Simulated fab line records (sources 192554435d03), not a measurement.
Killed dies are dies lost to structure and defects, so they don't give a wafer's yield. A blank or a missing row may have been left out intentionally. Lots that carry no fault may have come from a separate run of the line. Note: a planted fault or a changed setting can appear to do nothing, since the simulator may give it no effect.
Chamber matching | flow n5-finfet | 4 sister chambers for N5_FIN_CUT_CUT_ETCH_15 on rie-si-04
The step etches Si in HBr/Cl2/O2, target depth 100 nm, bt time 10 s, time 42.4 s. 4 wafers are shown with their chamber, then 8 later ones without.

EACH WAFER AND ITS CHAMBER
wafer  | chamber | throttle-valve-pct (%)
L094.2 | 0       | 37.16
L094.4 | 2       | 37.80
L094.6 | 3       | 36.92
L095.1 | 1       | 37.09

WAFERS MISSING THEIR CHAMBER
wafer  | throttle-valve-pct (%)
L095.4 | 37.79
L095.5 | 37.08
L096.2 | 37.17
L096.4 | 37.79
L096.6 | 36.91
L097.4 | 37.78
L097.5 | 36.92
L097.6 | 37.17

EACH ONE'S CHAMBER
wafer  | from the rows above | in truth
L095.4 | 2                   | 2
L095.5 | 1                   | 1
L096.2 | 0                   | 0
L096.4 | 2                   | 2
L096.6 | 3                   | 3
L097.4 | 2                   | 2
L097.5 | 3                   | 3
L097.6 | 0                   | 0
Correctly placed: 8 of 8. Not placeable from these rows: 0. Wrongly placed: 0.
How it was worked out, from the rows above alone: a wafer's distance from a chamber is the root of the sum, over the readings, of the square of ((its reading less the chamber's mean) divided by the reading's scatter). The wafer belongs to the nearest chamber; if the next one is less than 2 further off, it can't be placed. Each chamber's mean is taken over the wafers shown for it. The scatter (one wafer shown for each chamber): square how far every hidden wafer sits from the nearest shown wafer, average those squares and take the square root.
